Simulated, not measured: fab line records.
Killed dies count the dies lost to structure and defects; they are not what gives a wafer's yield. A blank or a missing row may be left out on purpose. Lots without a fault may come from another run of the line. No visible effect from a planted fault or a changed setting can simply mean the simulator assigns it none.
fab line records    flow n5_finfet
record lots=7  wafers=39
route steps=1938 shown SD_EPI_N@293 SD_EPI_P@295 MOL_CONTACT_COAG@541
start_h: hours from the record's first day to the start of the lot's first wafer shown    wait_h: hours since the lot's step before    " unchanged from the row above    L1.1+2: a single row standing in for several wafers    - either no value or no given start    * or withheld: withheld    < > ~ a bound
route shown NAME@n: NAME is a module with steps in the file, n the number in the route of the first one    usual: average and standard deviation across the fault-free wafers    same: alike in all rows    chamber/n: place in a boat    sites: per-site readings    _std_site: the standard deviation of these    _edge_site: outer sites' mean less inner sites'    radius_mm: for every site, how far away it sits from the centre of the wafer    mask NAME#n: copy n    behind: the last tool/chamber to shape the wafer    hold: why the lot went on hold/how many hours it stayed there/how the hold came to an end    device: the n, p or np transistor that did not switch    end of line: at the end of the route, the tests of the same wafers    a step without rows: its recipe alone    killed: dies that structure and defects cost at the first sort, which is not the same as the wafer's yield    map: the dies of a wafer, with x for killed, . for not killed, _ for no die there
set.NAME: the setting as run; set.NAME@STEP: as run at that earlier step    model.NAME: the simulator's own value behind a step, which no gauge read
one table per step and one row per wafer, for lots whose settings were changed on purpose
## steps
# step N5_SD_EPI_N_LINER_46
# recipe material=SiNx  target_thk_a=30  temp_c=400  ald_precursor_family=SiH2I2  ald_co_reactant=N2/H2-plasma  pressure_torr=2
lot.wafer         tool        chamber      start_h  wait_h  set.target_thk_a  model.SiNx_of_SD_EPI_N_LINER_46.thk_nm
L077.1+5+6        ald_sin-03  1,2,3        71.84    0.2     30                3
L077.2+3+4        "           0,3,2        "        "       32.89             3.2
L078.1+3+4        ald_sin-04  0,1,2        80.57    0.2     30                3
L078.2+5+6        "           3,1,0        "        "       32.89             3.2
L080.1+2+3+4+5+6  ald_sin-03  3,1,2,0,1,0  89.98    0.6     30                3
L087.1+5+6        ald_sin-01  2,3,2        138.47   0.2     30                3
L087.2+3+4        "           3,1,0        "        "       33.15             3.2
L089.1+2+6        ald_sin-04  3,0,0        146.62   0.2     34.2              3.4
L089.3+4+5        "           1,2,1        "        "       30                3
L092.1+2+3+4+5+6  ald_sin-01  3,2,2,3,3,2  161.46   0.2     30                3
L094.3+4+6        ald_sin-03  2,3,2        172.51   0.1     30                3
# step N5_SD_EPI_P_COAT_34
# recipe resist=SOC  temp_c=250  time_s=60  spin_rpm=1500  resist_thk_nm=350
# step N5_SD_EPI_P_PRECLEAN_52
# recipe chemistry=O3/DIW  time_s=60  temp_c=22  o3_ppm=10
# step N5_SD_EPI_P_SRD_20
# recipe dry=ipa_marangoni  do_ppb=5  time_s=30  temp_c=23  rinse_liquid=diw
# step N5_SD_EPI_P_PRECLEAN_51
# recipe chemistry=NF3:NH3  afs_cycles=1  temp_c=30  time_s=20  sublimation_temp_c=180  sublimation_time_s=60  pressure_torr=3  rf_power_w=30
lot.wafer         tool          chamber  start_h  wait_h  set.target_thk_a@SD_EPI_N_LINER_46  model.SiNx_of_SD_EPI_N_LINER_46.thk_nm
L077.1+5+6        epi_rpcvd-04  0        73.57    0.0     30                                  2.6
L077.2+3+4        "             0        "        "       32.89                               2.8
L078.1+3+4        epi_rpcvd-01  0        82.18    0.0     30                                  2.6
L078.2+5+6        "             0        "        "       32.89                               2.8
L080.1+2+3+4+5+6  epi_rpcvd-04  0        91.72    0.0     30                                  2.6
L087.1+5+6        epi_rpcvd-04  0        140.20   0.0     30                                  2.6
L087.2+3          "             0        "        "       33.15                               2.8
L087.4            "             0        "        "       33.15                               3
L089.1+2+6        epi_rpcvd-03  0        148.80   0.0     34.2                                3
L089.3+4+5        "             0        "        "       30                                  2.6
L092.1+2+3+4+5+6  epi_rpcvd-01  0        163.52   0.0     30                                  2.6
L094.3+4+6        epi_rpcvd-01  0        174.33   0.1     30                                  2.6
# step N5_MOL_CONTACT_COAG_IMPLANT_129
# recipe species=Ge  energy_kev=3  dose_cm2=6e+14  tilt_deg=0  rotation_deg=0
lot.wafer         tool          chamber  start_h  wait_h  set.energy_kev  model.implant.rp_nm  model.implant.drp_nm
L077.1+2+6        implanter-02  0        107.76   0.0     3               6.075                2.134
L077.3+4+5        "             0        "        "       2.693           5.722                1.996
L078.1+2+3+4+5+6  implanter-01  0        114.62   0.0     3               6.422                2.134
L080.1+3+5        implanter-01  0        124.66   0.0     3.29            6.373                2.26
L080.2+4+6        "             0        "        "       3               6.052                2.134
L087.1+2+3+4+5+6  implanter-02  0        187.23   0.0     3               5.931                2.134
L089.1+3+6        implanter-02  0        190.81   0.0     3               6.109                2.134
L089.2+4+5        "             0        "        "       3.284           6.426                2.257
L092.1+2+5        implanter-01  0        197.80   0.0     3.858           6.902                2.495
L092.3+4+6        "             0        "        "       3               5.989                2.134
L094.3+4+6        implanter-01  0        208.99   0.1     3               6.234                2.134
# step N5_MOL_CONTACT_COAG_SPUTTER_130
# recipe material=Co  target_thk_a=475  temp_c=25  chamber_pressure_pa=0.5  power_w=3000
lot.wafer  tool            chamber  start_h  wait_h  set.target_thk_a  model.Co_of_MOL_CONTACT_COAG_SPUTTER_130.thk_nm
L077.1     pvd_sputter-03  -        113.39   0.0     435.9             42.2
L077.2+6   "               -        "        "       475               46.4
L077.3     "               -        "        "       435.9             43.4
L077.4     "               -        "        "       475               46.6
L077.5     "               -        "        "       435.9             43
L078.1     pvd_sputter-02  -        120.14   0.0     475               47
L078.2+4   "               -        "        "       508.9             50.2
L078.3+5   "               -        "        "       475               46.8
L078.6     "               -        "        "       508.9             50
L080.1     pvd_sputter-02  -        130.98   0.0     475               46.8
L080.2+5   "               -        "        "       453.8             45
L080.3     "               -        "        "       453.8             45.2
L080.4+6   "               -        "        "       475               47.2
L087.1+3   pvd_sputter-03  -        194.69   0.0     475               47.8
L087.2     "               -        "        "       409.9             40.2
L087.4     "               -        "        "       409.9             40.6
L087.5     "               -        "        "       409.9             40.4
L087.6     "               -        "        "       475               48
L089.1     pvd_sputter-01  -        195.32   0.0     475               47.2
L089.2     "               -        "        "       431.8             43.4
L089.3     "               -        "        "       475               46.6
L089.4     "               -        "        "       431.8             42
L089.5     "               -        "        "       475               47.4
L089.6     "               -        "        "       431.8             42.4
L092.1     pvd_sputter-01  -        201.01   0.0     535.1             53.2
L092.2     "               -        "        "       535.1             52.6
L092.3     "               -        "        "       475               46.8
L092.4     "               -        "        "       535.1             52.8
L092.5     "               -        "        "       475               47
L092.6     "               -        "        "       475               46.4
L094.3+4   pvd_sputter-02  -        213.26   0.0     475               47.2
L094.6     "               -        "        "       475               47.4
## key
split step=N5_SD_EPI_N_LINER_46  setting=target_thk_a  stated=30  by=wafer
response step=N5_SD_EPI_N_LINER_46  reading=model.SiNx_of_SD_EPI_N_LINER_46.thk_nm  change=+0.0235  per=1%  r=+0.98
response step=N5_SD_EPI_P_PRECLEAN_51  reading=model.SiNx_of_SD_EPI_N_LINER_46.thk_nm  change=+0.0249  per=1%  r=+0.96
split step=N5_MOL_CONTACT_COAG_IMPLANT_129  setting=energy_kev  stated=3  by=wafer
response step=N5_MOL_CONTACT_COAG_IMPLANT_129  reading=model.implant.rp_nm  change=+0.0324  per=1%  r=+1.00
response step=N5_MOL_CONTACT_COAG_IMPLANT_129  reading=model.implant.drp_nm  change=+0.0128  per=1%  r=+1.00
split step=N5_MOL_CONTACT_COAG_SPUTTER_130  setting=target_thk_a  stated=475  by=wafer
response step=N5_MOL_CONTACT_COAG_SPUTTER_130  reading=model.Co_of_MOL_CONTACT_COAG_SPUTTER_130.thk_nm  change=+0.496  per=1%  r=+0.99
